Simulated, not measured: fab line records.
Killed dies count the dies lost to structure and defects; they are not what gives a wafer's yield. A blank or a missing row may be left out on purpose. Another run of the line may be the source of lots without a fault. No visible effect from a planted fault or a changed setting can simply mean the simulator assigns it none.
fab line records | flow nand_harc
record: lots: 7 wafers: 21 last_day: 24
route steps=1159 shown A_SLIT@787 END@1159
lots with no fault: from the same line, run without faults
start_h: the number of hours between the record's first day and the start of the first shown wafer of the lot | wait_h: hours elapsed since this lot's preceding step | " the same as in the row above | L1.1+2: one row covering several wafers at once | - no value, or no start was given | * or withheld: withheld | < > ~ a bound
route shown NAME@n: NAME is a module with steps in the file, n the number in the route of the first one | usual: the fault-free wafers' mean and standard deviation | same: alike in all rows | chamber/n: place in a boat | sites: per-site readings | _std_site: standard deviation across them | _edge_site: inner sites' mean taken away from outer sites' mean | radius_mm: for every site, how far away it sits from the centre of the wafer | mask NAME#n: copy n | behind: the most recent tool/chamber to have shaped the wafer | hold: what put the lot on hold/how long, in hours/how the hold closed | device: names the non-switching transistor (n, p or np) | end of line: the tests these same wafers got at the end of their route | a step without rows: its recipe alone | killed: dies that structure and defects cost at the first sort, which is not the same as the wafer's yield | map: per-die view of a wafer (x killed, . not killed, _ where there is no die)
set.NAME: the setting the step ran with; set.NAME@STEP: the setting that earlier step ran with | model.NAME: the simulator's own value behind a step, which no gauge read
certain route steps with their lots: each step a table, each wafer a row
services: a tool's chamber out of use, with start hour (start_h, from the record's first day; less than 0 if before it), hours out, and reason
== steps ==
step: NHARC_A_SLIT_EXPOSE_06
recipe: na: 1.35 dose_mj: 60.82 mask_id: SLIT
step: NHARC_A_SLIT_PEB_07
recipe: peb_temp_c: 100 peb_time_s: 65
step: NHARC_A_SLIT_DEVELOP_08
recipe: develop_time_s: 35 dev_temp_c: 23
step: NHARC_A_SLIT_CD_MEAS_09
recipe: target_cd_nm: 300 landing_energy_ev: 500
usual: cd_nm: 300.1/0.62
columns lot.wafer tool chamber start_h wait_h cd_nm
L593.2 cd_sem-03 0 366.92 - 300.5
L593.4 " 0 " " 300.2
L593.6 " 0 " " 300.6
L600.2 cd_sem-02 0 419.54 - 299.5
L600.3 " 0 " " 298.8
L600.6 " 0 " " 299.5
L604.3 cd_sem-02 0 431.74 - 300.3
L604.4 " 0 " " 299.1
L604.5 " 0 " " 300.3
L607.1 cd_sem-02 0 444.01 - 299.5
L607.3 " 0 " " 299.8
L607.4 " 0 " " 299.8
L605.1 cd_sem-02 0 444.17 - 301.0
L605.2 " 0 " " 300.4
L605.3 " 0 " " 299.6
L606.1 cd_sem-03 0 444.67 - 299.5
L606.4 " 0 " " 299.9
L606.5 " 0 " " 299.2
L608.1 cd_sem-03 0 457.92 - 300.3
L608.2 " 0 " " 299.3
L608.6 " 0 " " 299.2
step: NHARC_A_SLIT_OVL_MEAS_10
usual: overlay_x_nm: 0.0/0.85 overlay_y_nm: 0.1/0.79
columns lot.wafer tool chamber start_h wait_h overlay_x_nm overlay_y_nm
L593.2 overlay-01 - 367.00 - -0.8 -0.9
L593.4 " - " " -0.6 -0.8
L593.6 " - " " -1.1 -1.3
L600.2 overlay-02 - 419.62 - -0.3 0.2
L600.3 " - " " -0.5 -0.5
L600.6 " - " " -0.6 -0.6
L604.3 overlay-01 - 431.82 - 0.3 0.4
L604.4 " - " " -0.3 0.0
L604.5 " - " " 0.2 0.4
L607.1 overlay-02 - 444.10 - -0.6 -0.8
L607.3 " - " " -0.4 -0.6
L607.4 " - " " 0.2 -0.5
L605.1 overlay-01 - 444.26 - 0.6 -0.5
L605.2 " - " " 0.8 -0.4
L605.3 " - " " 1.0 -0.7
L606.1 overlay-02 - 444.76 - -0.1 0.6
L606.4 " - " " 0.3 0.2
L606.5 " - " " 0.3 0.5
L608.1 overlay-01 - 458.02 - 0.5 0.4
L608.2 " - " " -0.3 0.3
L608.6 " - " " -0.2 0.1
step: NHARC_A_SLIT_INSPECT_11
usual: raw_defect_count: 20/9.6
columns lot.wafer tool chamber start_h wait_h raw_defect_count
L593.2 defect_inspect-01 - 367.04 0.0 19
L593.4 " - " " 37
L593.6 " - " " 38
L600.2 defect_inspect-01 - 419.66 0.0 17
L600.3 " - " " 22
L600.6 " - " " 16
L604.3 defect_inspect-02 - 431.86 0.0 13
L604.4 " - " " 10
L604.5 " - " " 28
L607.1 defect_inspect-02 - 444.13 0.0 17
L607.3 " - " " 15
L607.4 " - " " 10
L605.1 defect_inspect-01 - 444.29 0.0 18
L605.2 " - " " 15
L605.3 " - " " 19
L606.1 defect_inspect-02 - 444.80 0.0 29
L606.4 " - " " 36
L606.5 " - " " 35
L608.1 defect_inspect-02 - 458.06 0.0 24
L608.2 " - " " 11
L608.6 " - " " 14
step: NHARC_A_SLIT_DESCUM_14
recipe: time_s: 3 o2_flow_sccm: 200 ar_flow_sccm: 0 bias_power_w: 0 chemistry: O2
usual: drypump_motor_current_A: 5.9/0.45 oes_product_au: 1.001/0.015 rf_vpp_V: 57.7/0.76 showerhead_plenum_p_Torr: 1.90/0.076 throttle_valve_pct: 11.311/0.0086
columns lot.wafer tool chamber start_h wait_h drypump_motor_current_A oes_product_au rf_hours_counter_h rf_vpp_V showerhead_plenum_p_Torr throttle_valve_pct
L593.2 rie_diel-10 0 367.10 0.1 6.7 1.001 0 55.7 1.79 11.310
L593.4 " 1 " " 5.2 1.007 0 56.7 1.96 11.302
L593.6 " 1 " " 5.2 1.005 - 58.9 1.96 11.314
L600.2 rie_diel-10 1 419.72 0.1 5.2 1.003 4 57.4 1.96 11.311
L600.3 " 0 " " 6.7 1.011 3 55.8 1.79 11.308
L600.6 " 2 " " 6.3 1.029 - 57.4 2.04 11.312
L604.3 rie_diel-11 1 431.93 0.1 6.2 0.968 6 58.4 1.84 11.317
L604.4 " 2 " " 6.2 0.981 5 56.1 1.91 11.306
L604.5 " 1 " " 6.1 0.979 - 57.5 1.84 11.303
L607.3 rie_diel-11 2 444.20 0.1 6.2 0.987 7 59.2 1.91 11.319
L607.1 " 0 " " 5.9 0.991 7 57.4 1.87 11.316
L607.4 " 1 " " 6.1 0.963 8 57.1 1.84 11.334
L605.1 rie_diel-05 1 444.37 0.1 5.6 1.009 6 57.8 1.82 11.323
L605.2 " 2 " " 4.9 0.994 6 57.9 1.84 11.305
L605.3 " 3 " " 5.6 1.004 7 57.5 1.88 11.315
L606.1 rie_diel-10 0 444.86 0.1 6.7 1.010 5 58.0 1.79 11.320
L606.4 " 3 " " 5.7 1.011 5 57.7 1.98 11.314
L606.5 " 1 " " 5.2 1.008 - 59.9 1.95 11.318
L608.1 rie_diel-11 1 458.14 0.1 6.1 0.979 9 56.5 1.84 11.314
L608.2 " 2 " " 6.2 0.999 8 58.2 1.91 11.320
L608.6 " 0 " " 5.8 1.008 - 58.4 1.87 11.311
step: NHARC_A_SLIT_ETCH_24
recipe: target_depth_a: 1210 time_s: 60.5 cf4_flow_sccm: 100 chf3_flow_sccm: 30 ar_flow_sccm: 0 rf_w: 500 bias_w: 200 chemistry: CF4/CHF3
usual: bias_w: 200.0/0.58 cf4_flow_sccm: 100.0/0.3 drypump_motor_current_A: 5.9/0.46 oes_product_au: 0.960/0.023 rf_vpp_V: 370.1/2.1 showerhead_plenum_p_Torr: 1.56/0.058 throttle_valve_pct: 16.801/0.0084
columns lot.wafer tool chamber start_h wait_h bias_w cf4_flow_sccm drypump_motor_current_A oes_product_au rf_hours_counter_h rf_vpp_V showerhead_plenum_p_Torr throttle_valve_pct
L593.4 rie_diel-10 3 367.20 0.1 199.8 99.8 5.7 0.983 0 372.0 1.62 16.812
L593.2 " 0 " " 198.7 99.7 6.7 0.976 0 366.5 1.48 16.800
L593.6 " 1 " " 200.2 100.0 5.2 0.977 - 372.5 1.61 16.801
L600.3 rie_diel-10 2 419.88 0.1 199.9 99.9 6.3 0.974 4 373.4 1.67 16.802
L600.2 " 3 " " 199.7 99.6 5.7 0.961 3 372.1 1.62 16.797
L600.6 " 1 " " 200.4 100.3 5.2 0.948 - 372.9 1.61 16.791
L604.3 rie_diel-11 1 432.00 0.1 199.7 100.2 6.1 0.927 6 368.5 1.51 16.797
L604.4 " 2 " " 200.1 99.9 6.2 0.954 5 369.1 1.57 16.796
L604.5 " 1 " " 199.7 99.7 6.1 0.940 - 367.1 1.52 16.809
L607.1 rie_diel-11 0 444.28 0.1 200.8 100.2 5.9 0.972 7 369.9 1.54 16.793
L607.3 " 1 " " 199.7 99.8 6.1 0.948 8 367.9 1.51 16.802
L607.4 " 3 " " 200.0 100.2 5.8 0.941 6 372.7 1.62 16.813
L605.3 rie_diel-05 3 444.44 0.1 201.1 99.7 5.6 0.975 7 369.0 1.55 16.789
L605.2 " 0 " " 198.9 99.9 6.0 1.000 6 368.0 1.48 16.802
L605.1 " 1 " " 199.9 100.6 5.7 0.984 6 367.9 1.50 16.808
L606.1 rie_diel-10 3 444.95 0.1 200.1 99.8 5.7 0.973 5 372.2 1.62 16.807
L606.4 " 0 " " 201.1 100.0 6.7 0.967 5 368.9 1.48 16.796
L606.5 " 3 " " 199.8 100.1 5.7 0.971 - 369.3 1.62 16.797
L608.1 rie_diel-11 3 458.22 0.1 199.9 100.2 5.8 0.943 7 372.3 1.62 16.809
L608.2 " 0 " " 200.4 100.0 5.9 0.950 8 371.1 1.54 16.805
L608.6 " 2 " " 200.2 100.0 6.2 0.963 - 370.0 1.57 16.802
step: NHARC_A_SLIT_ETCH_15
recipe: target_depth_a: 32000 over_etch_frac: 0.3 time_s: 832 ion_energy_ev: 150 o2_flow_sccm: 400 cos_flow_sccm: 20 ar_flow_sccm: 0 rf_w: 500 bias_w: 300 chemistry: O2/COS
usual: bias_w: 300.0/0.85 chamber_pressure_mTorr: 20.001/0.02 drypump_motor_current_A: 5.9/0.46 oes_product_au: 1.001/0.015 rf_vpp_V: 314.0/1.9 showerhead_plenum_p_Torr: 3.11/0.12 throttle_valve_pct: 28.328/0.0088
columns lot.wafer tool chamber start_h wait_h bias_w chamber_pressure_mTorr drypump_motor_current_A oes_product_au rf_hours_counter_h rf_vpp_V showerhead_plenum_p_Torr throttle_valve_pct
L593.2 rie_diel-10 2 - - 299.9 20.012 6.4 1.016 1 316.3 3.32 28.336
L593.4 " 0 " " 300.0 20.020 6.7 0.998 0 313.1 2.94 28.328
L593.6 " 2 " " 298.9 20.008 6.3 1.021 - 316.0 3.32 28.330
L600.2 rie_diel-10 1 - - 299.6 19.990 5.2 1.007 4 315.6 3.19 28.335
L600.3 " 2 " " 301.2 19.982 6.3 1.021 4 317.4 3.31 28.322
L600.6 " 1 " " 300.1 19.963 5.2 0.998 - 316.0 3.19 28.340
L604.3 rie_diel-11 1 - - 299.6 20.018 6.1 0.981 6 313.4 3.01 28.322
L604.4 " 3 " " 299.6 19.985 5.8 0.975 5 314.7 3.22 28.326
L604.5 " 0 " " 301.0 19.987 5.9 1.001 - 312.5 3.06 28.335
L607.3 rie_diel-11 3 - - 301.7 20.024 5.8 0.985 6 313.4 3.21 28.309
L607.1 " 0 " " 299.2 20.007 5.9 1.003 7 313.3 3.06 28.334
L607.4 " 1 " " 300.3 20.000 6.1 0.971 8 312.7 3.00 28.319
L605.3 rie_diel-05 1 - - 300.3 20.015 5.7 1.006 6 310.9 2.98 28.334
L605.2 " 3 " " 300.4 20.009 5.6 0.987 7 312.3 3.08 28.325
L605.1 " 0 " " 300.7 20.009 6.0 1.046 6 311.0 2.94 28.330
L606.4 rie_diel-10 3 - - 300.9 19.998 5.7 1.010 5 315.5 3.22 28.326
L606.1 " 2 " " 301.4 19.967 6.4 1.027 7 318.3 3.31 28.333
L606.5 " 0 " " 300.2 19.982 6.7 1.024 - 311.4 2.94 28.344
L608.2 rie_diel-11 3 - - 299.6 20.029 5.8 0.985 7 314.7 3.21 28.324
L608.1 " 0 " " 298.9 20.001 5.9 1.009 8 312.8 3.06 28.328
L608.6 " 0 " " 299.7 19.984 5.9 0.988 - 313.1 3.06 28.325
step: NHARC_A_SLIT_ETCH_17
recipe: bias_v: 900 source_w: withheld pressure_mtorr: 20 ar_flow_sccm: 375 c4f8_flow_sccm: 83.3 o2_flow_sccm: 41.7 time_s: 1687.5 target_depth_a: 1.01e+05 chemistry: C4F8/O2/Ar
step: NHARC_A_SLIT_ETCH_26
recipe: bias_v: 400 source_w: 2000 pressure_mtorr: 25 time_s: 90 ar_flow_sccm: 375 c4f8_flow_sccm: 41.7 o2_flow_sccm: 83.3 target_depth_a: 4000 chemistry: C4F8/O2/Ar
usual: bias_v: 400/4.3 c4f8_flow_sccm: 41.72/0.13 drypump_motor_current_A: 5.96/0.24 showerhead_plenum_p_Torr: 3.74/0.099 throttle_valve_pct: 27.618/0.0094
columns lot.wafer tool chamber start_h wait_h bias_v c4f8_flow_sccm drypump_motor_current_A rf_hours_counter_h showerhead_plenum_p_Torr throttle_valve_pct
L593.2 har_etch-02 0 369.43 1.0 405 41.76 5.71 199 3.72 27.605
L593.4 " 1 " " 402 41.70 6.22 - 3.87 27.623
L593.6 " 0 " " 403 42.02 5.67 - 3.72 27.626
L600.2 har_etch-02 0 422.02 1.2 399 41.85 5.71 220 3.71 27.617
L600.3 " 0 " " 400 41.96 5.68 - 3.71 27.612
L600.6 " 1 " " 404 41.81 6.16 - 3.85 27.614
L604.3 har_etch-01 0 436.91 0.8 389 41.52 6.25 - 3.71 27.617
L604.4 " 1 " " 398 41.76 5.76 - 3.57 27.606
L604.5 " 1 " " 397 41.76 5.77 - 3.57 27.610
L607.1 har_etch-02 1 446.48 1.0 396 41.87 6.21 233 3.84 27.636
L607.3 " 0 " " 399 41.72 5.70 - 3.70 27.608
L607.4 " 1 " " 404 41.55 6.17 - 3.85 27.623
L605.1 har_etch-01 1 446.60 1.2 400 41.97 5.76 60 3.57 27.621
L605.2 " 0 " " 405 41.87 6.27 60 3.71 27.615
L605.3 " 1 " " 399 41.94 5.76 - 3.57 27.603
L606.1 har_etch-02 1 448.10 1.2 394 41.71 6.18 234 3.84 27.635
L606.4 " 1 " " 394 41.46 6.20 - 3.84 27.608
L606.5 " 0 " " 397 41.74 5.69 - 3.70 27.614
L608.2 har_etch-01 0 460.39 1.3 407 41.65 6.25 66 3.70 27.629
L608.1 " 1 " " 400 41.48 5.76 66 3.57 27.619
L608.6 " 1 " " 401 41.74 5.75 - 3.57 27.619
step: NHARC_A_SLIT_STRIP_28
recipe: o2_flow_sccm: 400 cos_flow_sccm: 20 ar_flow_sccm: 0 bias_w: 0 chemistry: O2/COS
step: NHARC_A_SLIT_ETCH_29
recipe: target_depth_a: 1000 overetch_a: 100 time_s: 55 ion_energy_ev: 100 cf4_flow_sccm: 80 o2_flow_sccm: 20 ar_flow_sccm: 0 rf_w: 300 bias_w: 100 chemistry: CF4/O2
usual: bias_w: 100.0/0.31 cf4_flow_sccm: 79.98/0.25 drypump_motor_current_A: 5.8/0.48 oes_product_au: 1.002/0.015 rf_vpp_V: 197.6/1.4 showerhead_plenum_p_Torr: 1.32/0.052 throttle_valve_pct: 13.398/0.01
columns lot.wafer tool chamber start_h wait_h bias_w cf4_flow_sccm drypump_motor_current_A oes_product_au rf_hours_counter_h rf_vpp_V showerhead_plenum_p_Torr throttle_valve_pct
L593.4 rie_diel-10 1 370.04 0.1 99.8 79.52 5.2 1.006 1 197.6 1.36 13.404
L593.2 " 3 " " 99.6 80.04 5.7 1.007 1 198.1 1.38 13.395
L593.6 " 1 " " 100.4 79.89 5.2 1.001 - 199.2 1.36 13.406
L600.3 rie_diel-10 2 422.64 0.1 99.8 80.02 6.3 1.022 5 198.9 1.42 13.419
L600.2 " 3 " " 99.8 79.65 5.7 1.004 3 200.0 1.38 13.402
L600.6 " 1 " " 100.1 80.00 5.2 0.995 - 198.9 1.36 13.397
L604.4 rie_diel-10 1 437.46 0.1 - - - - - - - -
L604.3 " 3 " " - - - - - - - -
L604.5 " 2 " " - - - - - - - -
L607.3 rie_diel-05 2 447.06 0.1 100.3 79.89 4.9 0.976 7 197.7 1.29 13.401
L607.1 " 3 " " 99.9 79.78 5.6 0.989 7 197.3 1.31 13.397
L607.4 " 0 " " 99.9 79.73 6.0 1.032 7 194.8 1.25 13.410
L605.3 rie_diel-10 0 447.21 0.1 - - - - - - - -
L605.2 " 1 " " - - - - - - - -
L605.1 " 3 " " - - - - - - - -
L606.4 rie_diel-05 2 448.72 0.1 - - - - - - - -
L606.1 " 3 " " - - - - - - - -
L606.5 " 2 " " - - - - - - - -
L608.2 rie_diel-11 1 461.02 0.1 100.1 79.88 6.1 0.978 9 196.7 1.28 13.383
L608.1 " 2 " " 99.8 80.33 6.2 0.990 8 197.6 1.33 13.394
L608.6 " 3 " " 99.6 80.37 5.8 0.986 - 199.6 1.38 13.404
step: NHARC_A_SLIT_STRIP_18
recipe: o2_flow_sccm: 500 ar_flow_sccm: 0 bias_w: 0 chemistry: O2
usual: drypump_motor_current_A: 5.8/0.48 oes_product_au: 1.002/0.015 rf_vpp_V: 57.8/0.86 showerhead_plenum_p_Torr: 3.49/0.13 throttle_valve_pct: 17.036/0.0098
columns lot.wafer tool chamber start_h wait_h drypump_motor_current_A oes_product_au rf_hours_counter_h rf_vpp_V showerhead_plenum_p_Torr throttle_valve_pct
L593.4 rie_diel-10 1 - - 5.2 1.011 1 56.4 3.60 17.044
L593.2 " 2 " " 6.3 1.025 1 59.3 3.74 17.034
L593.6 " 0 " " 6.6 1.006 - 58.0 3.32 17.055
L600.3 rie_diel-10 1 - - 5.2 1.000 5 57.1 3.60 17.041
L600.2 " 3 " " 5.7 0.998 4 57.5 3.64 17.036
L600.6 " 2 " " 6.3 1.029 - 59.8 3.74 17.030
L604.4 rie_diel-10 2 437.55 0.1 6.4 1.022 6 60.2 3.74 17.056
L604.3 " 1 " " 5.2 0.999 6 59.3 3.60 17.047
L604.5 " 3 " " 5.7 0.989 - 57.5 3.64 17.028
L607.4 rie_diel-05 1 - - 5.7 1.009 6 57.9 3.37 17.028
L607.1 " 2 " " 5.0 0.984 7 57.1 3.41 17.034
L607.3 " 3 " " 5.6 0.993 7 58.5 3.48 17.020
L605.3 rie_diel-10 3 447.29 0.1 5.7 0.997 6 57.0 3.63 17.043
L605.1 " 1 " " 5.2 1.010 7 61.0 3.60 17.039
L605.2 " 2 " " 6.4 1.043 7 57.6 3.74 17.028
L606.1 rie_diel-05 2 448.83 0.1 4.9 0.995 7 57.9 3.41 17.035
L606.4 " 0 " " 6.0 1.024 7 56.9 3.32 17.040
L606.5 " 2 " " 4.9 0.985 - 57.2 3.41 17.031
L608.2 rie_diel-11 2 - - 6.2 0.996 8 57.5 3.52 17.044
L608.1 " 1 " " 6.2 0.973 9 56.5 3.40 17.046
L608.6 " 3 " " 5.8 0.978 - 57.8 3.63 17.049
step: NHARC_END_SORT_01
recipe: temp_c: 25
usual: killed_at_array: 31/11 killed_at_other: 0.5/0.78 killed_at_periphery: 3.0/2 killed_dies: 34/12 killed_open: 3.2/2 killed_short: 1.9/1.6
same: gross_dies: 677
columns lot.wafer tool chamber start_h wait_h killed_at_array killed_at_other killed_at_periphery killed_dies killed_open killed_short
L604.3 prober-01 0 558.08 3.1 16 0 2 18 6 0
L604.4 prober-01 0 558.87 3.4 14 0 3 17 6 1
L604.5 prober-01 0 559.66 3.7 27 1 3 31 8 2
killed by level:class
L604.3 A_CHANNEL_HOLE_D1:chamber_film_flake=5 A_SGD_CUT:chamber_film_flake=4 A_ONON_D1:geometric_particle:open=2 P_M0:geometric_particle:open=1 A_SGD_CUT:geometric_particle:open=1 A_M0:geometric_particle:open=1 A_M1:geometric_particle:open=1 P_ZERO_WELL:chamber_film_flake=1
L604.4 A_SGD_CUT:chamber_film_flake=4 A_CONTACT:chamber_film_flake=3 P_CONTACT:geometric_particle:open=2 A_CHANNEL_HOLE_D1:chamber_film_flake=2 P_GATE:geometric_particle:short=1 A_ONON_D1:geometric_particle:open=1 A_CHANNEL_FILL_D1:geometric_particle:open=1 A_CONTACT:geometric_particle:open=1
L604.5 A_CHANNEL_HOLE_D1:chamber_film_flake=9 A_CONTACT:geometric_particle:open=3 A_SGD_CUT:chamber_film_flake=3 A_WL_FILL:chamber_film_flake=3 A_CONTACT:chamber_film_flake=2 P_CONTACT:geometric_particle:open=1 P_M2:geometric_particle:short=1 A_CHANNEL_HOLE_D1:geometric_particle:short=1
== services ==
columns tool chamber start_h hours kind
rie_diel-10 - 353.64 9.0 pm
rie_diel-10 0 353.64 9.0 vent_cycle
rie_diel-10 1 353.64 9.0 vent_cycle
rie_diel-10 2 353.64 9.0 vent_cycle
rie_diel-10 3 353.64 9.0 vent_cycle
rie_diel-10 0 362.64 - clean
rie_diel-10 1 362.64 - clean
rie_diel-10 2 362.64 - clean
rie_diel-10 3 362.64 - clean
rie_diel-05 1 362.97 5.0 repair
rie_diel-11 - 366.50 9.0 pm
rie_diel-10 0 387.14 - clean
rie_diel-10 1 387.14 - clean
rie_diel-10 2 387.14 - clean
rie_diel-10 3 387.14 - clean
rie_diel-05 - 389.82 0.7 repair
rie_diel-05 1 401.76 4.1 repair
rie_diel-11 0 410.46 4.4 repair
rie_diel-10 0 411.64 - clean
rie_diel-10 1 411.64 - clean
rie_diel-10 2 411.64 - clean
rie_diel-10 3 411.64 - clean
rie_diel-10 0 436.25 - clean
rie_diel-05 1 460.90 3.3 repair
== key ==
first_sign: step: NHARC_A_SLIT_ETCH_29 reading: tool_record direction: missing
effect none on later readings
met_at NHARC_A_SLIT_ETCH_29
struck_wafers L604.3,L604.4,L604.5,L605.1,L605.2,L605.3,L606.1,L606.4,L606.5
tester_left_out L604,L605,L606
onset_between 422.64 437.46
fault: kind: skipped_step_whole tool: rie_diel-05,rie_diel-10 chamber: - onset_h: 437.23 steps: NHARC_A_SLIT_ETCH_29 scope: struck_lots_only
tester_left_out: of these lots the tester's yield and bins aren't shown, on N5 and GAA mostly nor the transistor test; their killed dies are dies lost to structure and defects alone, not to doping, threshold or leakage, so they don't give the yield
